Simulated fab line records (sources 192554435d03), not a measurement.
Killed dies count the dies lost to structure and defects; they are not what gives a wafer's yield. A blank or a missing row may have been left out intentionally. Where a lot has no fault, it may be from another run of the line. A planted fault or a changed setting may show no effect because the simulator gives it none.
fab line records	flow n5-finfet
record: lots: 10	wafers: 30	last-day: 18
route steps=1938 shown BEOL_M13@1694 BEOL_M14@1723 PASSIVATION@1936
lots that met no fault: taken from a fault-free run of the same line
start-h: hours from the record's first day to the start of the lot's first wafer shown	wait-h: hours from the lot's prior step to this one	" same as the row above	L1.1+2: one row covering several wafers at once	- either no value or no given start	* or withheld: withheld	< > ~ a bound
route shown NAME@n: a module of which the file shows steps, and the number in the route of the first	usual: average and standard deviation across the fault-free wafers	same: alike in all rows	chamber/n: place in a boat	sites: readings site by site	_std_site: their standard deviation	_edge_site: outer sites' mean less inner sites'	radius-mm: for every site, how far away it sits from the centre of the wafer	mask NAME#n: copy n	behind: the tool/chamber that last shaped the wafer	hold: reason for holding the lot/hours on hold/outcome of the hold	device: names the non-switching transistor (n, p or np)	end of line: tests run on the same wafers once the route is complete	step lacking rows: just its recipe	killed: at the first sort, the dies lost to defects and structure; wafer yield is something else	map: the dies of a wafer, with x for killed, . for not killed, _ for no die there
set.NAME: the setting as run; set.NAME@STEP: as run at that earlier step	model.NAME: the simulator's own value behind a step, which no gauge read
one table for each step of the route and one row for each wafer, over a sample of lots
services: from which hour (start-h, from the record's first day; less than 0 if before it) a tool's chamber was out of use, for how many hours, and why
== steps ==
step: N5_BEOL_M13_ETCH_68
recipe: chemistry: N2/H2	target: SOC	mask-material: SiARC	source-w: 3000	bias-w: 350	temp-c: 40	time-s: 355	ion-energy-ev: 200	pressure-mtorr: 30	n2-flow-sccm: 200	h2-flow-sccm: 200
usual: drypump-motor-current-A: 5.8/0.4	oes-product-au: 0.79/0.089	rf-vpp-V: 523.6/2.7	showerhead-plenum-p-Torr: 2.53/0.09	throttle-valve-pct: 17.78/0.23
lot.wafer	tool	chamber	start-h	wait-h	drypump-motor-current-A	oes-product-au	rf-hours-counter-h	rf-vpp-V	showerhead-plenum-p-Torr	throttle-valve-pct
L927.2	rie-diel-04	3	271.51	0.1	6.3	0.84	76	528.1	2.68	17.86
L927.4	"	0	"	"	5.5	0.68	244	519.7	2.40	18.13
L927.5	"	0	"	"	5.5	0.67	-	520.0	2.40	18.12
L929.1	rie-diel-03	0	296.56	0.1	5.9	0.81	86	519.7	2.46	17.60
L929.3	"	3	"	"	5.5	0.68	218	526.2	2.63	17.82
L929.4	"	2	"	"	6.0	0.74	200	519.6	2.43	17.97
L935.2	rie-diel-04	0	303.32	0.1	5.5	0.68	248	519.5	2.40	18.12
L935.3	"	1	"	"	5.2	0.93	15	526.2	2.61	17.60
L935.5	"	3	"	"	6.3	0.81	-	528.6	2.68	17.88
L937.1	rie-diel-03	2	317.05	0.1	6.0	0.73	205	519.2	2.43	17.96
L937.3	"	3	"	"	5.5	0.68	224	526.1	2.63	17.86
L937.6	"	0	"	"	5.9	0.81	-	521.8	2.45	17.61
L938.2	rie-diel-04	2	319.90	0.1	5.8	0.70	208	524.0	2.51	17.72
L938.4	"	3	"	"	6.3	0.81	-	526.4	2.68	17.89
L938.5	"	2	"	"	5.8	0.71	-	522.3	2.51	17.73
L939.4	rie-diel-02	1	343.95	0.1	6.4	0.89	38	521.8	2.48	17.41
L939.5	"	0	"	"	5.7	0.88	-	526.5	2.60	17.74
L939.6	"	1	"	"	6.4	0.90	-	521.5	2.48	17.42
L943.2	rie-diel-02	2	360.59	0.1	5.8	0.73	199	523.1	2.52	18.15
L943.3	"	1	"	"	6.4	0.87	43	521.5	2.48	17.42
L943.5	"	2	"	"	5.8	0.72	-	523.8	2.52	18.16
L942.2	rie-diel-03	0	367.40	0.1	5.9	0.81	104	521.8	2.45	17.64
L942.3	"	2	"	"	6.0	0.72	221	519.6	2.42	18.00
L942.6	"	3	"	"	5.5	0.66	-	526.8	2.62	17.87
L944.1	rie-diel-02	0	367.81	0.1	5.7	0.87	52	524.6	2.60	17.74
L944.5	"	3	"	"	4.9	0.95	-	528.8	2.71	17.68
L944.6	"	2	"	"	5.9	0.72	-	523.1	2.52	18.18
L947.2	rie-diel-04	3	403.83	0.1	6.3	0.78	117	526.6	2.67	17.93
L947.3	"	2	"	"	5.8	0.68	233	523.1	2.50	17.78
L947.5	"	2	"	"	5.8	0.69	-	523.5	2.50	17.77
step: N5_BEOL_M13_TRENCH_ETCH_34
recipe: chemistry: C4F8/O2/Ar	target: SiOC	target-depth-a: 4134.7	mask-material: SOC	pressure-mtorr: 30	source-w: 3000	bias-w: 700	Ar_flow_sccm: 400	C4F8_flow_sccm: 15	O2_flow_sccm: 8	he-inner-torr: 15	he-outer-torr: 30	time-s: 162.6	ion-energy-ev: 250
usual: drypump-motor-current-A: 5.8/0.4	oes-product-au: 0.79/0.089	rf-vpp-V: 665/3.1	showerhead-plenum-p-Torr: 3.41/0.11	throttle-valve-pct: 24.23/0.18
lot.wafer	tool	chamber	start-h	wait-h	drypump-motor-current-A	oes-product-au	rf-hours-counter-h	rf-vpp-V	showerhead-plenum-p-Torr	throttle-valve-pct
L927.2	rie-diel-04	3	271.73	0.0	6.3	0.83	76	669	3.61	24.36
L927.4	"	0	"	"	5.5	0.68	244	660	3.26	24.52
L927.5	"	0	"	"	5.5	0.68	-	662	3.26	24.48
L929.1	rie-diel-03	0	296.78	0.0	5.9	0.82	86	663	3.32	24.05
L929.3	"	3	"	"	5.5	0.69	218	668	3.51	24.20
L929.4	"	2	"	"	6.0	0.74	200	662	3.25	24.24
L935.2	rie-diel-04	0	303.54	0.0	5.5	0.67	248	660	3.25	24.52
L935.3	"	1	"	"	5.2	0.94	15	667	3.52	24.10
L935.5	"	3	"	"	6.3	0.82	-	669	3.60	24.36
L937.1	rie-diel-03	2	317.27	0.0	6.0	0.73	206	662	3.25	24.25
L937.3	"	3	"	"	5.6	0.68	224	668	3.51	24.21
L937.6	"	0	"	"	5.9	0.81	-	660	3.32	24.07
L938.2	rie-diel-04	2	320.12	0.0	5.8	0.70	208	664	3.40	24.26
L938.4	"	3	"	"	6.3	0.81	-	671	3.60	24.38
L938.5	"	2	"	"	5.8	0.71	-	665	3.40	24.27
L939.4	rie-diel-02	1	344.17	0.0	6.4	0.87	38	664	3.37	24.12
L939.5	"	0	"	"	5.7	0.88	-	666	3.46	24.02
L939.6	"	1	"	"	6.4	0.87	-	664	3.37	24.12
L943.2	rie-diel-02	2	360.81	0.0	5.8	0.72	199	664	3.41	24.60
L943.3	"	1	"	"	6.3	0.87	43	663	3.37	24.10
L943.5	"	2	"	"	5.9	0.71	-	664	3.41	24.61
L942.2	rie-diel-03	0	367.62	0.0	5.9	0.79	104	663	3.31	24.06
L942.3	"	2	"	"	6.0	0.72	221	661	3.24	24.26
L942.6	"	3	"	"	5.5	0.67	-	667	3.50	24.21
L944.1	rie-diel-02	0	368.03	0.0	5.7	0.87	52	668	3.46	24.01
L944.5	"	3	"	"	4.9	0.97	-	670	3.61	24.13
L944.6	"	2	"	"	5.9	0.72	-	665	3.41	24.60
L947.2	rie-diel-04	3	404.06	0.0	6.3	0.78	117	670	3.58	24.40
L947.3	"	2	"	"	5.8	0.69	233	665	3.38	24.31
L947.5	"	2	"	"	5.8	0.69	-	664	3.38	24.31
step: N5_BEOL_M14_PEB_08
recipe: peb-temp-c: 130	peb-time-s: 90
usual: heater-power-total-W: 172.6/0.73
lot.wafer	tool	chamber	start-h	wait-h	heater-power-total-W
L927.2	litho-track-03	0	276.62	0.0	172.4
L927.4	"	0	"	"	172.6
L927.5	"	0	"	"	173.1
L929.1	litho-track-03	0	299.91	0.1	173.3
L929.3	"	0	"	"	172.9
L929.4	"	0	"	"	171.8
L935.2	litho-track-02	0	306.71	0.0	173.4
L935.3	"	0	"	"	172.9
L935.5	"	0	"	"	170.9
L937.1	litho-track-05	0	320.77	0.1	173.5
L937.3	"	0	"	"	170.9
L937.6	"	0	"	"	173.2
L938.2	litho-track-03	0	322.70	0.0	171.6
L938.4	"	0	"	"	173.7
L938.5	"	0	"	"	173.2
L939.4	litho-track-03	0	349.79	0.0	173.8
L939.5	"	0	"	"	173.4
L939.6	"	0	"	"	172.9
L943.2	litho-track-05	0	363.52	0.0	172.2
L943.3	"	0	"	"	172.3
L943.5	"	0	"	"	173.1
L944.1	litho-track-05	0	371.58	0.1	171.6
L944.5	"	0	"	"	172.9
L944.6	"	0	"	"	171.6
L942.2	litho-track-02	0	372.24	0.0	172.3
L942.3	"	0	"	"	173.8
L942.6	"	0	"	"	172.3
L947.2	litho-track-03	0	407.65	0.0	172.5
L947.3	"	0	"	"	172.4
L947.5	"	0	"	"	173.8
step: N5_BEOL_M14_CD_MEAS_10
recipe: target-cd-nm: 250	landing-energy-ev: 500	detector: se-inlens	polarity: opening
usual: cd-nm: 248.7/1.7
lot.wafer	tool	chamber	start-h	wait-h	cd-nm
L927.2	cd-sem-02	0	276.74	-	248.6
L927.4	"	0	"	"	247.0
L927.5	"	0	"	"	247.5
L929.1	cd-sem-03	0	300.02	-	247.6
L929.3	"	0	"	"	248.9
L929.4	"	0	"	"	249.1
L935.2	cd-sem-03	0	306.83	-	253.0
L935.3	"	0	"	"	249.7
L935.5	"	0	"	"	252.3
L937.1	cd-sem-03	0	320.88	-	248.1
L937.3	"	0	"	"	249.6
L937.6	"	0	"	"	246.8
L938.2	cd-sem-01	0	322.82	-	247.6
L938.4	"	0	"	"	253.8
L938.5	"	0	"	"	249.6
L939.4	cd-sem-02	0	349.91	-	254.6
L939.5	"	0	"	"	247.7
L939.6	"	0	"	"	246.2
L943.2	cd-sem-03	0	363.64	-	248.3
L943.3	"	0	"	"	251.7
L943.5	"	0	"	"	248.2
L944.1	cd-sem-02	0	371.69	-	248.9
L944.5	"	0	"	"	245.1
L944.6	"	0	"	"	246.8
L942.2	cd-sem-01	0	372.35	-	249.0
L942.3	"	0	"	"	251.4
L942.6	"	0	"	"	249.4
L947.2	cd-sem-01	0	407.77	-	248.9
L947.3	"	0	"	"	248.1
L947.5	"	0	"	"	249.1
step: N5_BEOL_M14_STRIP_64
recipe: chemistry: O2	power-w: 600	temp-c: 60	pressure-mtorr: 30	rf-frequency-hz: 6e+07	bias-power-w: 0	overash-fraction: 0.3	o2-flow-sccm: 225
usual: drypump-motor-current-A: 5.5/0.58	oes-product-au: 0.81/0.081	rf-vpp-V: 3.6/0.44	showerhead-plenum-p-Torr: 2.08/0.065	throttle-valve-pct: 16.58/0.25
same: bias-power-w: 0	overash-fraction: 0.3
lot.wafer	tool	chamber	start-h	wait-h	drypump-motor-current-A	oes-product-au	rf-hours-counter-h	rf-vpp-V	showerhead-plenum-p-Torr	throttle-valve-pct
L927.2	rie-diel-01	1	-	-	5.1	0.71	195	3.8	2.06	16.58
L927.4	"	0	"	"	4.9	0.78	144	3.8	2.03	16.88
L927.5	"	0	"	"	4.9	0.77	-	3.8	2.03	16.89
L929.1	rie-diel-01	3	-	-	5.2	0.89	34	3.7	2.04	16.40
L929.3	"	1	"	"	5.1	0.70	202	3.2	2.06	16.61
L929.4	"	2	"	"	6.4	0.80	111	3.8	2.11	16.33
L935.2	rie-diel-06	0	-	-	5.6	0.74	205	4.1	2.08	16.73
L935.3	"	2	"	"	6.6	0.92	37	3.0	2.22	16.34
L935.5	"	2	"	"	6.6	0.92	-	3.3	2.22	16.34
L937.1	rie-diel-01	2	-	-	6.5	0.78	120	3.7	2.11	16.34
L937.3	"	3	"	"	5.2	0.88	43	4.0	2.04	16.42
L937.6	"	1	"	"	5.1	0.70	-	3.7	2.06	16.62
L938.2	rie-diel-05	2	-	-	5.5	0.88	38	3.0	2.14	16.27
L938.4	"	1	"	"	5.8	0.92	-	4.1	2.05	16.43
L938.5	"	2	"	"	5.5	0.88	-	3.7	2.14	16.28
L939.4	rie-diel-05	3	-	-	6.1	0.98	2	3.3	2.13	16.61
L939.5	"	1	"	"	5.7	0.89	-	4.0	2.05	16.43
L939.6	"	2	"	"	5.5	0.87	-	3.5	2.13	16.29
L943.2	rie-diel-06	1	-	-	4.9	0.71	222	4.1	2.00	17.17
L943.3	"	2	"	"	6.6	0.89	56	3.7	2.21	16.36
L943.5	"	3	"	"	5.5	0.86	-	3.1	2.21	16.58
L944.1	rie-diel-06	1	-	-	4.9	0.71	223	4.2	2.00	17.15
L944.5	"	0	"	"	5.6	0.73	-	3.6	2.07	16.78
L944.6	"	3	"	"	5.5	0.86	-	4.2	2.21	16.55
L942.2	rie-diel-01	3	-	-	5.2	0.87	60	3.6	2.03	16.46
L942.3	"	1	"	"	5.1	0.69	227	3.3	2.05	16.67
L942.6	"	1	"	"	5.1	0.69	-	3.5	2.05	16.66
L947.2	rie-diel-05	3	-	-	6.1	0.90	21	2.7	2.12	16.61
L947.3	"	0	"	"	6.1	0.78	119	4.7	2.03	16.49
L947.5	"	0	"	"	6.1	0.79	-	3.4	2.03	16.49
step: N5_PASSIVATION_PROBE_49
usual: defect-limited-yield: 91.2/1.4	killed_at_M0_to_M3: 35/11	killed_at_M4_up: 14/5.6	killed-at-contacts: 12/5.6	killed-at-front-end: 38/11	killed-at-other: 4/3.4	killed-dies: 103/17	killed-open: 68/12	killed-short: 33/8.8	sort_bin_5_function: 5.1/0.89	sort_bin_6_memory: 3.3/0.71	sort-n-pass: 1077/17	sort-yield-pct: 91.2/1.4
same: gross-dies: 1180	killed-at-back-side: 0	sort_bin_4_leakage[%]: 0	sort_bin_8_speed[%]: 0
lot.wafer	tool	chamber	start-h	wait-h	defect-limited-yield[%]	killed_at_M0_to_M3	killed_at_M4_up	killed-at-contacts	killed-at-front-end	killed-at-other	killed-dies	killed-open	killed-short	sort_bin_5_function[%]	sort_bin_6_memory[%]	sort-n-pass	sort-yield-pct[%]
L927.2	prober-01	-	303.54	0.1	89.3	53	25	9	33	6	126	77	46	6.4	3.7	1054	89.3
L927.4	prober-01	-	303.64	0.2	89.9	43	30	12	33	1	119	77	42	5.7	4.0	1061	89.9
L927.5	prober-01	-	303.69	0.2	91.1	50	5	11	33	6	105	78	24	5.0	3.2	1075	91.1
L929.1	prober-01	-	325.75	0.0	91.1	33	18	16	35	3	105	71	34	5.0	3.5	1075	91.1
L929.3	prober-01	-	325.85	0.1	91.3	36	12	14	39	2	103	66	36	5.5	3.1	1077	91.3
L929.4	prober-01	-	325.90	0.2	91.9	32	15	17	29	3	96	68	28	4.4	3.3	1084	91.9
L937.1	prober-02	-	353.12	0.0	90.2	25	9	24	43	15	116	66	46	5.9	3.5	1064	90.2
L937.3	prober-02	-	353.22	0.1	89.9	29	3	17	58	12	119	64	52	5.6	4.0	1061	89.9
L937.6	prober-02	-	353.37	0.3	87.8	45	7	18	54	20	144	88	53	5.8	5.3	1036	87.8
L938.2	prober-01	-	358.62	0.1	86.7	38	12	23	78	6	157	124	30	7.8	5.1	1023	86.7
L938.4	prober-01	-	358.72	0.2	90.9	30	18	15	38	6	107	71	33	5.1	3.8	1073	90.9
L939.4	prober-01	-	374.78	0.2	89.7	27	25	28	36	5	121	80	38	5.8	4.2	1059	89.7
L939.5	prober-01	-	374.83	0.2	91.3	24	15	15	44	5	103	65	38	5.3	3.1	1077	91.3
L939.6	prober-01	-	374.88	0.3	91.8	34	15	8	40	0	97	63	34	4.9	3.0	1083	91.8
killed by level:class
L927.2 BEOL_M4:geometric-particle:open=12 BEOL_M0_SAQP:geometric-particle:short=11 BEOL_M1:geometric-particle:open=11 BEOL_M3:geometric-particle:open=11 BEOL_M0_SAQP:geometric-particle:open=10 MOL_CONTACT_COAG:geometric-particle:open=7 FIN_SAQP:geometric-particle:open=6 DUMMY_GATE:geometric-particle:open=5
L927.4 BEOL_M0_SAQP:geometric-particle:open=20 BEOL_M4:geometric-particle:open=14 MOL_CONTACT_COAG:geometric-particle:open=11 BEOL_M0_SAQP:geometric-particle:short=9 BEOL_M1:geometric-particle:open=7 SPACER0:geometric-particle:short=6 BEOL_M4:geometric-particle:short=6 STI_FIN_REVEAL:geometric-particle:open=4
L927.5 BEOL_M3:geometric-particle:open=14 MOL_CONTACT_COAG:geometric-particle:open=10 BEOL_M0_SAQP:geometric-particle:open=10 BEOL_M1:geometric-particle:open=10 BEOL_M2:geometric-particle:open=6 FIN_SAQP:geometric-particle:open=5 BEOL_M4:geometric-particle:open=5 STARTING-WAFER:geometric-particle:short=4
L929.1 MOL_CONTACT_COAG:geometric-particle:open=13 BEOL_M0_SAQP:geometric-particle:short=11 BEOL_M0_SAQP:geometric-particle:open=10 BEOL_M4:geometric-particle:open=7 FIN_SAQP:geometric-particle:open=5 STI_FIN_REVEAL:geometric-particle:open=5 BEOL_M3:geometric-particle:open=5 STARTING-WAFER:geometric-particle:short=5
L929.3 MOL_CONTACT_COAG:geometric-particle:open=14 FIN_SAQP:geometric-particle:open=8 FIN_SAQP:geometric-particle:short=8 BEOL_M0_SAQP:geometric-particle:short=8 BEOL_M0_SAQP:geometric-particle:open=7 BEOL_M2:geometric-particle:open=7 DUMMY_GATE:geometric-particle:open=6 STI_FIN_REVEAL:geometric-particle:open=4
L929.4 MOL_CONTACT_COAG:geometric-particle:open=17 FIN_SAQP:geometric-particle:open=10 BEOL_M4:geometric-particle:open=10 BEOL_M0_SAQP:geometric-particle:short=7 BEOL_M2:geometric-particle:open=6 DUMMY_GATE:geometric-particle:open=5 BEOL_M3:geometric-particle:short=5 BEOL_M0_SAQP:geometric-particle:open=4
L937.1 MOL_CONTACT_COAG:geometric-particle:open=19 STI_FIN_REVEAL:geometric-particle:open=9 GATE_CUT:geometric-particle:short=8 BEOL_M1:geometric-particle:open=5 BEOL_M1:geometric-particle:short=5 BEOL_M2:geometric-particle:open=5 MIM_TOP_ETCH:geometric-particle:short=5 DUMMY_GATE:geometric-particle:short=4
L937.3 MOL_CONTACT_COAG:geometric-particle:open=14 FIN_SAQP:geometric-particle:short=11 GATE_CUT:geometric-particle:short=7 STI_FIN_REVEAL:geometric-particle:open=6 GATE_CUT:geometric-particle:open=5 BEOL_M0_SAQP:geometric-particle:short=5 BEOL_M1:geometric-particle:short=5 BEOL_M1:geometric-particle:open=5
L937.6 MOL_CONTACT_COAG:geometric-particle:open=12 STI_FIN_REVEAL:geometric-particle:open=10 MIM_TOP_ETCH:geometric-particle:open=10 BEOL_M1:geometric-particle:open=9 BEOL_M0_SAQP:geometric-particle:short=9 BEOL_M0_SAQP:geometric-particle:open=9 MIM_TOP_ETCH:geometric-particle:short=8 BEOL_M3:geometric-particle:open=8
L938.2 STI_FIN_REVEAL:geometric-particle:open=49 MOL_CONTACT_COAG:geometric-particle:open=20 BEOL_M0_SAQP:geometric-particle:open=10 BEOL_M4:geometric-particle:open=9 BEOL_M3:geometric-particle:open=8 BEOL_M2:geometric-particle:open=7 STI_FIN_REVEAL:geometric-particle:short=6 DUMMY_GATE:geometric-particle:open=6
L938.4 STI_FIN_REVEAL:geometric-particle:open=13 MOL_CONTACT_COAG:geometric-particle:open=10 BEOL_M3:geometric-particle:open=9 BEOL_M4:geometric-particle:short=6 MOL_CONTACT_COAG:geometric-particle:short=5 BEOL_M4:geometric-particle:open=5 STARTING-WAFER:geometric-particle:short=4 GATE_CUT:geometric-particle:open=4
L939.4 MOL_CONTACT_COAG:geometric-particle:open=23 BEOL_M4:geometric-particle:open=14 GATE_CUT:geometric-particle:short=6 GATE_CUT:geometric-particle:open=6 BEOL_M1:geometric-particle:open=6 MOL_CONTACT_COAG:geometric-particle:short=5 BEOL_M4:geometric-particle:short=5 FIN_SAQP:geometric-particle:short=4
L939.5 GATE_CUT:geometric-particle:short=13 MOL_CONTACT_COAG:geometric-particle:open=13 STI_FIN_REVEAL:geometric-particle:open=10 BEOL_M1:geometric-particle:open=9 ILD0:geometric-particle:open=5 BEOL_M4:geometric-particle:open=5 BEOL_M4:geometric-particle:short=5 BEOL_M0_SAQP:geometric-particle:open=4
L939.6 BEOL_M3:geometric-particle:open=11 ILD0:geometric-particle:short=7 BEOL_M0_SAQP:geometric-particle:short=7 BEOL_M4:geometric-particle:open=7 STI_FIN_REVEAL:geometric-particle:open=6 MOL_CONTACT_COAG:geometric-particle:open=6 GATE_CUT:geometric-particle:open=5 ILD0:geometric-particle:open=4
== services ==
tool	chamber	start-h	hours	kind
rie-diel-05	0	249.32	13.7	repair
rie-diel-06	3	249.67	-	clean
rie-diel-06	3	249.67	-	consumable-replace:focus-ring
rie-diel-02	1	257.11	6.0	repair
rie-diel-01	1	266.36	5.0	repair
rie-diel-04	0	284.54	18.3	repair
rie-diel-02	3	293.80	6.4	repair
rie-diel-04	0	307.97	-	clean
rie-diel-04	0	307.97	-	consumable-replace:focus-ring
rie-diel-04	0	307.97	-	consumable-replace:showerhead
rie-diel-04	0	307.97	12.6	scheduled-down
rie-diel-04	0	307.97	12.6	vent-cycle
rie-diel-03	0	318.87	4.7	repair
rie-diel-06	-	323.83	2.8	pm
rie-diel-02	3	325.04	-	clean
rie-diel-02	3	325.04	-	consumable-replace:focus-ring
rie-diel-02	3	325.04	-	consumable-replace:showerhead
rie-diel-02	3	325.04	14.1	scheduled-down
rie-diel-02	3	325.04	14.1	vent-cycle
rie-diel-03	0	325.59	3.4	repair
rie-diel-04	1	350.14	7.9	repair
rie-diel-06	1	353.19	3.7	repair
rie-diel-01	0	368.40	6.1	repair
rie-diel-04	0	378.54	9.7	repair
== key ==
first-sign: step: N5_BEOL_M14_CD_MEAS_10	reading: cd-nm	direction: up	sigmas: 3.3	usual: 248.7	struck: 254.2
effect none on later readings
met-at N5_BEOL_M14_PEB_08
struck-lots L938,L939
struck-wafers L938.4,L939.4
not-acting-at N5_BEOL_M13_ETCH_68,N5_BEOL_M13_TRENCH_ETCH_34,N5_BEOL_M14_STRIP_64
onset-between 299.91 322.70
fault: kind: process-parameter-drift	tool: litho-track-03	chamber: -	onset-h: 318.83	steps: N5_BEOL_M14_PEB_08	channel: peb-time-s	offset: *	shape: step	end-h: 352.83	scope: struck-wafers-only	acts-in: *	stated: *
